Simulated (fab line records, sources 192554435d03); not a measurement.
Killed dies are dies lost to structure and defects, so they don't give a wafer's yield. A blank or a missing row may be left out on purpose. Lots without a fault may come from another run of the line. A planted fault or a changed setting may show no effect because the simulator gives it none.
fab line records | flow n5_finfet
record lots=24 wafers=72 last_day=19
route steps=1938 shown BEOL_M4@1092 BEOL_M5@1132
lots that met no fault: from a run of the same line without faults
start_h: hours from the record's first day to the start of the lot's first wafer shown | wait_h: hours since the lot's step before | " the same as in the row above | L1.1+2: a row that stands for several wafers | - no value, or no start given | * or withheld: withheld | < > ~ a bound
route shown NAME@n: a module of which the file shows steps, and the number in the route of the first | usual: mean/standard deviation of fault-free wafers | same: alike in all rows | chamber/n: place in a boat | sites: the reading at each site | _std_site: their standard deviation | _edge_site: outer sites' mean less inner sites' | radius_mm: how far each site lies from the wafer's centre | mask NAME#n: copy n | behind: the tool/chamber that last shaped the wafer | hold: why the lot was held/for how many hours/how that ended | device: the transistor (n, p or np) that didn't switch | end of line: the same wafers' tests at the end of the route | a step without rows: its recipe alone | killed: dies lost to structure and defects at the first sort, not the wafer's yield | map: a wafer's dies, x killed, . not, _ none there
set.NAME: the setting as run; set.NAME@STEP: as run at that earlier step | model.NAME: the simulator's own value behind a step, which no gauge read
steps of the route over a sample of lots; a table a step, a row a wafer
services: from which hour (start_h, from the record's first day; less than 0 if before it) a tool's chamber was out of use, for how many hours, and why
## steps
# step N5_BEOL_M4_SPUTTER_88
# recipe material=Cu target_thk_a=45 temp_c=-20 chamber_pressure_pa=0.07 power_w=withheld time_s=8.29
# usual chamber_pressure_pa=0.07001/0.00013 throttle_valve_pct=30.3/0.7
# columns lot.wafer tool chamber start_h wait_h chamber_pressure_pa throttle_valve_pct
L074.1 pvd_sputter-02 - 176.64 0.1 0.06995 31.8
L074.5 " - " " 0.06987 29.8
L074.6 " - " " 0.07014 30.5
L075.2 pvd_sputter-03 - 194.38 0.1 0.07012 29.9
L075.5 " - " " 0.07009 29.0
L075.6 " - " " 0.07007 29.9
L076.4 pvd_sputter-02 - 201.02 0.1 0.06997 30.7
L076.5 " - " " 0.06995 30.6
L076.6 " - " " 0.07007 29.8
L077.1 pvd_sputter-01 - 204.90 0.1 0.0699 29.2
L077.3 " - " " 0.06995 30.3
L077.6 " - " " 0.07005 30.8
L079.1 pvd_sputter-02 - 205.71 0.1 0.06991 31.8
L079.3 " - " " 0.06989 30.0
L079.4 " - " " 0.06993 30.6
L078.4 pvd_sputter-01 - 206.97 0.1 0.07013 31.2
L078.5 " - " " 0.06988 31.0
L078.6 " - " " 0.07006 29.4
L080.3 pvd_sputter-03 - 210.50 0.1 0.06991 30.3
L080.4 " - " " 0.07001 29.9
L080.5 " - " " 0.06997 30.2
L081.2 pvd_sputter-01 - 216.93 0.1 0.07018 30.9
L081.3 " - " " 0.07002 30.8
L081.5 " - " " 0.06982 30.8
L083.3 pvd_sputter-03 - 231.95 0.1 0.07015 30.4
L083.4 " - " " 0.06998 29.9
L083.5 " - " " 0.07002 30.1
L082.2 pvd_sputter-02 - 240.67 0.1 0.06983 31.6
L082.3 " - " " 0.0698 30.5
L082.6 " - " " 0.07007 30.4
L084.1 pvd_sputter-03 - 250.79 0.1 0.07003 29.9
L084.4 " - " " 0.07008 30.3
L084.6 " - " " 0.07001 30.6
L086.1 pvd_sputter-02 - 256.58 0.1 0.0698 31.7
L086.2 " - " " 0.07007 29.7
L086.3 " - " " 0.07 30.4
L085.1 pvd_sputter-03 - 258.88 0.1 0.0699 30.1
L085.4 " - " " 0.06981 29.8
L085.6 " - " " 0.06995 30.1
L087.1 pvd_sputter-01 - 263.62 0.1 0.07003 31.0
L087.2 " - " " 0.07012 30.7
L087.4 " - " " 0.06998 30.0
L088.1 pvd_sputter-02 - 266.56 0.1 0.07 29.9
L088.3 " - " " 0.07006 29.9
L088.5 " - " " 0.06998 30.7
L090.1 pvd_sputter-02 - 284.99 0.1 0.06987 31.6
L090.2 " - " " 0.07023 30.4
L090.6 " - " " 0.06988 31.7
L091.2 pvd_sputter-03 - 288.64 0.1 0.07013 29.4
L091.3 " - " " 0.06981 29.9
L091.4 " - " " 0.06985 30.0
L089.2 pvd_sputter-01 - 288.84 0.1 0.07014 31.0
L089.3 " - " " 0.06979 29.9
L089.6 " - " " 0.06982 30.4
L092.2 pvd_sputter-01 - 294.75 0.1 0.06994 31.2
L092.4 " - " " 0.06999 29.2
L092.6 " - " " 0.07006 29.3
L093.1 pvd_sputter-02 - 294.82 0.1 0.07017 30.7
L093.5 " - " " 0.06995 31.5
L093.6 " - " " 0.07009 29.7
L094.2 pvd_sputter-01 - 313.15 0.1 0.06999 30.8
L094.3 " - " " 0.06997 29.4
L094.5 " - " " 0.06995 31.1
L096.1 pvd_sputter-02 - 315.84 0.1 0.06998 30.1
L096.3 " - " " 0.07016 31.4
L096.5 " - " " 0.06996 31.4
L095.1 pvd_sputter-01 - 316.12 0.1 0.0702 29.3
L095.2 " - " " 0.06995 31.3
L095.4 " - " " 0.0701 30.9
L097.1 pvd_sputter-02 - 338.02 0.1 0.07006 30.7
L097.4 " - " " 0.07005 31.5
L097.5 " - " " 0.07006 31.7
# step N5_BEOL_M4_ANNEAL_89
# recipe temp_c=400 time_s=240 ambient=vacuum
# usual heater_power_w=829/93
# columns lot.wafer tool chamber start_h wait_h heater_power_w
L074.1 pvd_sputter-02 - 176.72 0.0 862
L074.5 " - " " 933
L074.6 " - " " 706
L075.2 pvd_sputter-03 - 194.46 0.0 778
L075.5 " - " " 851
L075.6 " - " " 781
L076.4 pvd_sputter-02 - 201.10 0.0 710
L076.5 " - " " 708
L076.6 " - " " 930
L077.1 pvd_sputter-01 - 204.99 0.0 756
L077.3 " - " " 1034
L077.6 " - " " 883
L079.1 pvd_sputter-02 - 205.79 0.0 857
L079.3 " - " " 728
L079.4 " - " " 729
L078.4 pvd_sputter-01 - 207.06 0.0 811
L078.5 " - " " 888
L078.6 " - " " 753
L080.3 pvd_sputter-03 - 210.58 0.0 797
L080.4 " - " " 806
L080.5 " - " " 795
L081.2 pvd_sputter-01 - 217.02 0.0 794
L081.3 " - " " 878
L081.5 " - " " 878
L083.3 pvd_sputter-03 - 232.03 0.0 778
L083.4 " - " " 795
L083.5 " - " " 808
L082.2 pvd_sputter-02 - 240.75 0.0 841
L082.3 " - " " 718
L082.6 " - " " 709
L084.1 pvd_sputter-03 - 250.87 0.0 808
L084.4 " - " " 798
L084.6 " - " " 800
L086.1 pvd_sputter-02 - 256.66 0.0 840
L086.2 " - " " 943
L086.3 " - " " 688
L085.1 pvd_sputter-03 - 258.96 0.0 790
L085.4 " - " " 780
L085.6 " - " " 783
L087.1 pvd_sputter-01 - 263.71 0.0 827
L087.2 " - " " 870
L087.4 " - " " 1058
L088.1 pvd_sputter-02 - 266.64 0.0 732
L088.3 " - " " 942
L088.5 " - " " 704
L090.1 pvd_sputter-02 - 285.07 0.0 860
L090.2 " - " " 707
L090.6 " - " " 861
L091.2 pvd_sputter-03 - 288.72 0.0 836
L091.3 " - " " 813
L091.4 " - " " 790
L089.2 pvd_sputter-01 - 288.93 0.0 926
L089.3 " - " " 1044
L089.6 " - " " 1052
L092.2 pvd_sputter-01 - 294.84 0.0 912
L092.4 " - " " 756
L092.6 " - " " 750
L093.1 pvd_sputter-02 - 294.90 0.0 695
L093.5 " - " " 854
L093.6 " - " " 937
L094.2 pvd_sputter-01 - 313.24 0.0 842
L094.3 " - " " 764
L094.5 " - " " 814
L096.1 pvd_sputter-02 - 315.92 0.0 722
L096.3 " - " " 866
L096.5 " - " " 831
L095.1 pvd_sputter-01 - 316.21 0.0 747
L095.2 " - " " 842
L095.4 " - " " 889
L097.1 pvd_sputter-02 - 338.10 0.0 719
L097.4 " - " " 854
L097.5 " - " " 832
# step N5_BEOL_M4_SPUTTER_96
# recipe material=Cu target_thk_a=45 temp_c=-20 chamber_pressure_pa=0.07 power_w=withheld time_s=8.29
# usual chamber_pressure_pa=0.07/0.00015 throttle_valve_pct=30.2/0.72
# columns lot.wafer tool chamber start_h wait_h chamber_pressure_pa throttle_valve_pct
L074.1 pvd_sputter-02 - 177.52 0.1 0.07032 31.8
L074.5 " - " " 0.07013 30.0
L074.6 " - " " 0.06989 30.8
L075.2 pvd_sputter-03 - 195.26 0.1 0.07011 29.7
L075.5 " - " " 0.07023 29.2
L075.6 " - " " 0.07006 29.8
L076.4 pvd_sputter-02 - 201.90 0.1 0.06967 30.5
L076.5 " - " " 0.06961 30.8
L076.6 " - " " 0.06994 29.7
L077.1 pvd_sputter-01 - 205.89 0.1 0.07022 29.2
L077.3 " - " " 0.07003 29.8
L077.6 " - " " 0.07012 31.0
L079.1 pvd_sputter-02 - 206.59 0.1 0.06978 31.8
L079.3 " - " " 0.07019 29.9
L079.4 " - " " 0.07005 30.4
L078.4 pvd_sputter-01 - 207.96 0.1 0.07021 30.9
L078.5 " - " " 0.07005 30.8
L078.6 " - " " 0.07005 29.4
L080.3 pvd_sputter-03 - 211.38 0.1 0.06997 30.2
L080.4 " - " " 0.06998 30.0
L080.5 " - " " 0.07 30.2
L081.2 pvd_sputter-01 - 217.92 0.1 0.07007 31.0
L081.3 " - " " 0.0699 30.9
L081.5 " - " " 0.06993 30.8
L083.3 pvd_sputter-03 - 232.83 0.1 0.07001 30.0
L083.4 " - " " 0.07005 30.0
L083.5 " - " " 0.07001 30.3
L082.2 pvd_sputter-02 - 241.55 0.1 0.07017 31.4
L082.3 " - " " 0.06991 30.7
L082.6 " - " " 0.06986 30.3
L084.1 pvd_sputter-03 - 251.67 0.1 0.06989 29.7
L084.4 " - " " 0.06998 30.2
L084.6 " - " " 0.07017 30.5
L086.1 pvd_sputter-02 - 257.46 0.1 0.07009 31.7
L086.2 " - " " 0.06996 29.8
L086.3 " - " " 0.07001 30.8
L085.1 pvd_sputter-03 - 259.76 0.1 0.07012 29.7
L085.4 " - " " 0.06992 30.0
L085.6 " - " " 0.06989 30.1
L087.1 pvd_sputter-01 - 264.61 0.1 0.06985 30.9
L087.2 " - " " 0.06989 30.7
L087.4 " - " " 0.07035 30.1
L088.1 pvd_sputter-02 - 267.44 0.1 0.07004 30.0
L088.3 " - " " 0.06989 29.6
L088.5 " - " " 0.07011 30.3
L090.1 pvd_sputter-02 - 285.87 0.1 0.07013 31.5
L090.2 " - " " 0.07019 30.5
L090.6 " - " " 0.06997 31.5
L091.2 pvd_sputter-03 - 289.52 0.1 0.07015 29.2
L091.3 " - " " 0.07012 29.7
L091.4 " - " " 0.07008 30.0
L089.2 pvd_sputter-01 - 289.83 0.1 0.06998 31.0
L089.3 " - " " 0.07015 30.0
L089.6 " - " " 0.06996 30.4
L093.1 pvd_sputter-02 - 295.70 0.1 0.07014 30.7
L093.5 " - " " 0.07003 31.7
L093.6 " - " " 0.06977 29.8
L092.2 pvd_sputter-01 - 295.74 0.1 0.06989 31.0
L092.4 " - " " 0.07013 29.1
L092.6 " - " " 0.06995 29.1
L094.2 pvd_sputter-01 - 314.14 0.1 0.07006 31.0
L094.3 " - " " 0.07014 29.2
L094.5 " - " " 0.07003 31.1
L096.1 pvd_sputter-02 - 316.72 0.1 0.06983 29.9
L096.3 " - " " 0.06992 31.8
L096.5 " - " " 0.07021 31.6
L095.1 pvd_sputter-01 - 317.11 0.1 0.07024 29.2
L095.2 " - " " 0.07005 30.9
L095.4 " - " " 0.07018 30.6
L097.1 pvd_sputter-02 - 338.90 0.1 0.06991 30.9
L097.4 " - " " 0.07015 31.6
L097.5 " - " " 0.06985 31.9
# step N5_BEOL_M4_PRE_CLEAN_60
# recipe gas=NH3/H2 time_s=15 temp_c=* rf_power_w=300
# usual heater_power_w=78/15
# columns lot.wafer tool chamber start_h wait_h heater_power_w
L074.1 cvd_co-02 0 178.36 0.0 57
L074.5 " 1 " " 82
L074.6 " 2 " " 104
L075.2 cvd_co-01 0 196.10 0.0 86
L075.5 " 2 " " 78
L075.6 " 0 " " 89
L076.4 cvd_co-01 2 202.74 0.1 81
L076.5 " 1 " " 59
L076.6 " 0 " " 85
L077.1 cvd_co-02 1 206.72 0.0 81
L077.3 " 2 " " 105
L077.6 " 2 " " 104
L079.1 cvd_co-01 1 207.44 0.0 61
L079.3 " 2 " " 82
L079.4 " 1 " " 60
L078.4 cvd_co-02 1 208.83 0.1 82
L078.5 " 2 " " 102
L078.6 " 0 " " 57
L080.3 cvd_co-02 1 212.47 0.0 84
L080.4 " 0 " " 57
L080.5 " 1 " " 81
L081.2 cvd_co-01 0 219.03 0.0 86
L081.3 " 1 " " 61
L081.5 " 1 " " 60
L083.3 cvd_co-01 2 233.65 0.0 83
L083.4 " 1 " " 60
L083.5 " 2 " " 80
L082.2 cvd_co-01 1 242.37 0.0 60
L082.3 " 0 " " 91
L082.6 " 0 " " 84
L084.1 cvd_co-01 2 252.50 0.0 81
L084.4 " 0 " " 86
L084.6 " 1 " " 60
L086.1 cvd_co-01 1 258.29 0.0 59
L086.2 " 2 " " 81
L086.3 " 0 " " 87
L085.1 cvd_co-01 2 260.59 0.0 83
L085.4 " 0 " " 87
L085.6 " 1 " " 62
L087.1 cvd_co-01 1 265.45 0.0 61
L087.2 " 2 " " 81
L087.4 " 1 " " 60
L088.1 cvd_co-02 2 268.26 0.0 101
L088.3 " 1 " " 80
L088.5 " 1 " " 83
L090.1 cvd_co-01 1 286.69 0.0 59
L090.2 " 0 " " 88
L090.6 " 2 " " 83
L091.2 cvd_co-01 2 290.34 0.0 81
L091.3 " 1 " " 60
L091.4 " 0 " " 86
L089.2 cvd_co-01 2 290.66 0.0 82
L089.3 " 1 " " 61
L089.6 " 2 " " 81
L093.1 cvd_co-02 2 296.52 0.0 106
L093.5 " 2 " " 101
L093.6 " 0 " " 56
L092.2 cvd_co-02 0 296.73 0.0 58
L092.4 " 2 " " 107
L092.6 " 2 " " 105
L094.2 cvd_co-02 0 315.30 0.1 56
L094.3 " 1 " " 84
L094.5 " 0 " " 57
L096.1 cvd_co-01 2 317.55 0.0 81
L096.3 " 0 " " 88
L096.5 " 2 " " 83
L095.1 cvd_co-01 2 317.94 0.0 83
L095.2 " 0 " " 87
L095.4 " 1 " " 61
L097.1 cvd_co-01 2 340.01 0.0 83
L097.4 " 2 " " 82
L097.5 " 0 " " 87
# step N5_BEOL_M5_ETCH_62
# recipe chemistry=N2/H2 target=SOC target_depth_a=750 overetch_a=150 mask_material=SiARC temp_c=40 time_s=112.5 ion_energy_ev=200 pressure_mtorr=30 source_w=840 bias_w=150 n2_flow_sccm=200 h2_flow_sccm=200
# usual drypump_motor_current_A=5.5/0.47 oes_product_au=0.64/0.065 rf_vpp_V=523.7/2.5 showerhead_plenum_p_Torr=2.53/0.086 throttle_valve_pct=17.8/0.31
# columns lot.wafer tool chamber start_h wait_h drypump_motor_current_A oes_product_au rf_hours_counter_h rf_vpp_V showerhead_plenum_p_Torr throttle_valve_pct
L074.1 rie_diel-01 2 181.58 0.0 5.5 0.74 24 522.1 2.47 17.5
L074.5 " 3 " " 5.6 0.74 - 525.8 2.57 17.2
L074.6 " 1 " " 5.1 0.60 - 520.9 2.42 18.1
L075.2 rie_diel-01 0 199.40 0.0 5.3 0.75 5 527.3 2.71 17.7
L075.5 " 2 " " 5.5 0.72 - 522.1 2.47 17.5
L075.6 " 3 " " 5.6 0.73 - 525.5 2.57 17.2
L076.4 rie_diel-04 3 208.97 0.0 6.5 0.59 153 524.5 2.56 18.2
L076.5 " 3 " " 6.4 0.59 - 522.7 2.56 18.2
L076.6 " 0 " " 5.3 0.72 - 525.6 2.59 17.8
L077.1 rie_diel-03 2 209.69 0.0 5.1 0.64 112 523.7 2.57 17.8
L077.3 " 0 " " 5.0 0.72 32 528.2 2.67 17.3
L077.6 " 0 " " 5.0 0.72 - 528.8 2.67 17.3
L079.1 rie_diel-04 1 210.37 0.0 5.7 0.62 145 524.1 2.53 17.8
L079.3 " 2 " " 4.7 0.56 217 520.8 2.43 18.0
L079.4 " 0 " " 5.3 0.72 24 525.6 2.59 17.8
L078.4 rie_diel-04 1 212.72 0.0 5.7 0.62 146 523.1 2.53 17.7
L078.5 " 2 " " 4.7 0.56 - 518.5 2.43 18.0
L078.6 " 1 " " 5.6 0.61 - 523.6 2.53 17.7
L080.3 rie_diel-01 1 219.10 0.0 5.1 0.59 170 520.6 2.41 18.1
L080.4 " 0 " " 5.4 0.73 11 528.2 2.70 17.7
L080.5 " 2 " " 5.5 0.72 - 522.1 2.47 17.5
L081.2 rie_diel-04 3 222.58 0.0 6.4 0.59 156 523.4 2.56 18.2
L081.3 " 0 " " 5.3 0.72 27 525.5 2.59 17.9
L081.5 " 1 " " 5.7 0.62 - 522.3 2.53 17.8
L083.3 rie_diel-01 2 236.88 0.1 5.5 0.70 - 523.3 2.46 17.5
L083.4 " 1 " " 5.1 0.58 - 521.0 2.41 18.2
L083.5 " 1 " " 5.1 0.58 - 520.6 2.41 18.2
L082.2 rie_diel-01 0 245.84 0.0 5.3 0.73 16 528.1 2.70 17.7
L082.3 " 2 " " 5.5 0.70 47 522.5 2.46 17.5
L082.6 " 1 " " 5.1 0.57 - 519.0 2.41 18.2
L084.1 rie_diel-04 2 256.36 0.0 4.8 0.55 234 520.2 2.42 18.0
L084.4 " 1 " " 5.7 0.61 162 522.9 2.52 17.8
L084.6 " 3 " " 6.4 0.58 - 524.8 2.55 18.2
L086.1 rie_diel-04 2 261.95 0.0 4.8 0.55 237 519.2 2.42 18.0
L086.2 " 3 " " 6.4 0.57 171 523.1 2.55 18.2
L086.3 " 0 " " 5.3 0.70 42 526.6 2.58 17.9
L085.1 rie_diel-04 2 265.51 0.0 4.7 0.54 239 519.5 2.42 18.0
L085.4 " 0 " " 5.2 0.69 43 525.1 2.58 17.9
L085.6 " 1 " " 5.7 0.60 - 524.9 2.52 17.8
L087.1 rie_diel-01 2 268.57 0.0 5.4 0.69 58 522.4 2.46 17.6
L087.2 " 1 " " 5.1 0.57 195 520.7 2.41 18.2
L087.4 " 0 " " 5.3 0.70 27 528.1 2.70 17.7
L088.1 rie_diel-04 2 271.90 0.0 4.8 0.55 241 519.0 2.42 18.0
L088.3 " 1 " " 5.7 0.61 170 523.7 2.52 17.8
L088.5 " 3 " " 6.4 0.58 - 524.7 2.55 18.3
L090.1 rie_diel-04 0 290.19 0.0 5.3 0.68 54 525.4 2.58 17.9
L090.2 " 2 " " 4.8 0.54 250 520.6 2.42 18.1
L090.6 " 1 " " 5.7 0.60 - 523.1 2.52 17.8
L091.2 rie_diel-04 1 294.07 0.0 5.7 0.60 179 522.8 2.51 17.8
L091.3 " 0 " " 5.3 0.68 55 526.6 2.58 17.9
L091.4 " 0 " " 5.3 0.67 - 526.0 2.58 17.9
L089.2 rie_diel-03 0 294.36 0.0 5.0 0.71 44 528.2 2.66 17.3
L089.3 " 1 " " 5.6 0.55 218 523.0 2.51 18.1
L089.6 " 0 " " 5.0 0.70 - 528.5 2.66 17.3
L093.1 rie_diel-01 3 301.67 0.0 5.6 0.68 45 524.8 2.56 17.3
L093.5 " 1 " " 5.1 0.57 - 521.5 2.40 18.2
L093.6 " 2 " " 5.5 0.67 - 522.2 2.45 17.6
L092.2 rie_diel-03 0 301.88 0.0 5.0 0.70 46 525.8 2.66 17.4
L092.4 " 2 " " 5.1 0.63 127 525.5 2.56 17.9
L092.6 " 0 " " 5.0 0.69 - 528.8 2.66 17.3
L094.2 rie_diel-01 2 319.39 0.0 5.5 0.67 77 522.6 2.45 17.6
L094.3 " 0 " " 5.4 0.68 45 527.9 2.69 17.7
L094.5 " 3 " " 5.6 0.67 - 525.5 2.56 17.3
L096.1 rie_diel-01 0 320.30 0.0 5.3 0.68 45 526.7 2.69 17.8
L096.3 " 2 " " 5.5 0.67 77 521.7 2.45 17.6
L096.5 " 3 " " 5.6 0.67 - 525.4 2.56 17.3
L095.1 rie_diel-01 2 320.86 0.0 5.4 0.67 77 521.1 2.45 17.6
L095.2 " 3 " " 5.6 0.68 51 525.5 2.56 17.3
L095.4 " 1 " " 5.1 0.56 214 521.7 2.40 18.2
L097.1 rie_diel-04 1 343.35 0.0 5.7 0.59 192 523.0 2.51 17.8
L097.4 " 2 " " 4.7 0.76 8 529.0 2.74 17.6
L097.5 " 3 " " 6.4 0.56 - 524.3 2.54 18.3
# step N5_BEOL_M5_INSPECT_30
# recipe mode=adi inspect_instrument=brightfield
# usual raw_defect_count=418/92
# columns lot.wafer tool chamber start_h wait_h raw_defect_count
L074.1 defect_inspect-02 - 182.33 0.1 397
L074.5 " - " " 439
L074.6 " - " " 457
L075.2 defect_inspect-01 - 201.38 0.0 539
L075.5 " - " " 457
L075.6 " - " " 578
L076.4 defect_inspect-01 - 210.91 0.0 357
L076.5 " - " " 397
L076.6 " - " " 451
L077.1 defect_inspect-02 - 211.08 0.1 329
L077.3 " - " " 317
L077.6 " - " " 362
L079.1 defect_inspect-01 - 211.13 0.1 204
L079.3 " - " " 433
L079.4 " - " " 345
L078.4 defect_inspect-02 - 218.44 0.0 359
L078.5 " - " " 407
L078.6 " - " " 473
L080.3 defect_inspect-02 - 220.25 0.0 364
L080.4 " - " " 382
L080.5 " - " " 314
L081.2 defect_inspect-01 - 223.45 0.0 500
L081.3 " - " " 405
L081.5 " - " " 384
L083.3 defect_inspect-02 - 237.99 0.0 548
L083.4 " - " " 669
L083.5 " - " " 594
L082.2 defect_inspect-01 - 246.69 0.1 475
L082.3 " - " " 310
L082.6 " - " " 335
L084.1 defect_inspect-02 - 257.78 0.1 332
L084.4 " - " " 392
L084.6 " - " " 396
L086.1 defect_inspect-01 - 263.69 0.1 312
L086.2 " - " " 403
L086.3 " - " " 352
L085.1 defect_inspect-02 - 266.38 0.1 352
L085.4 " - " " 436
L085.6 " - " " 566
L087.1 defect_inspect-01 - 269.40 0.1 342
L087.2 " - " " 548
L087.4 " - " " 331
L088.1 defect_inspect-02 - 274.27 0.1 387
L088.3 " - " " 406
L088.5 " - " " 421
L090.1 defect_inspect-01 - 292.21 0.1 417
L090.2 " - " " 423
L090.6 " - " " 577
L091.2 defect_inspect-02 - 295.15 0.0 620
L091.3 " - " " 584
L091.4 " - " " 485
L089.2 defect_inspect-02 - 295.71 0.0 401
L089.3 " - " " 410
L089.6 " - " " 416
L093.1 defect_inspect-02 - 303.53 0.1 566
L093.5 " - " " 339
L093.6 " - " " 414
L092.2 defect_inspect-02 - 303.70 0.0 302
L092.4 " - " " 423
L092.6 " - " " 369
L096.1 defect_inspect-02 - 321.89 0.1 333
L096.3 " - " " 314
L096.5 " - " " 255
L094.2 defect_inspect-01 - 321.93 0.0 557
L094.3 " - " " 389
L094.5 " - " " 302
L095.1 defect_inspect-01 - 322.10 0.1 341
L095.2 " - " " 267
L095.4 " - " " 333
L097.1 defect_inspect-02 - 346.66 0.1 482
L097.4 " - " " 593
L097.5 " - " " 407
## services
# columns tool chamber start_h hours kind
rie_diel-04 0 152.81 8.1 repair
rie_diel-01 0 153.30 - clean
rie_diel-01 0 153.30 - consumable_replace:focus_ring
rie_diel-01 0 153.30 - consumable_replace:showerhead
rie_diel-01 0 153.30 29.5 scheduled_down
rie_diel-04 - 167.56 0.5 repair
cvd_co-01 - 180.76 4.3 pm
rie_diel-01 0 223.37 15.1 repair
rie_diel-01 3 232.64 22.4 repair
rie_diel-03 - 244.35 28.1 pm
cvd_co-01 - 274.33 0.4 repair
rie_diel-04 2 292.60 - clean
rie_diel-04 2 292.60 - consumable_replace:focus_ring
rie_diel-04 2 292.60 - consumable_replace:showerhead
rie_diel-04 2 292.60 22.2 scheduled_down
rie_diel-04 2 292.60 22.2 vent_cycle
cvd_co-01 - 295.95 2.8 pm
cvd_co-02 1 296.24 10.8 repair
rie_diel-03 - 302.43 0.1 repair
rie_diel-04 - 305.71 4.3 pm
rie_diel-01 - 311.69 0.4 repair
cvd_co-01 1 333.42 - clean
cvd_co-01 1 333.42 22.0 scheduled_down
cvd_co-01 1 333.42 22.0 vent_cycle
## key
fault none
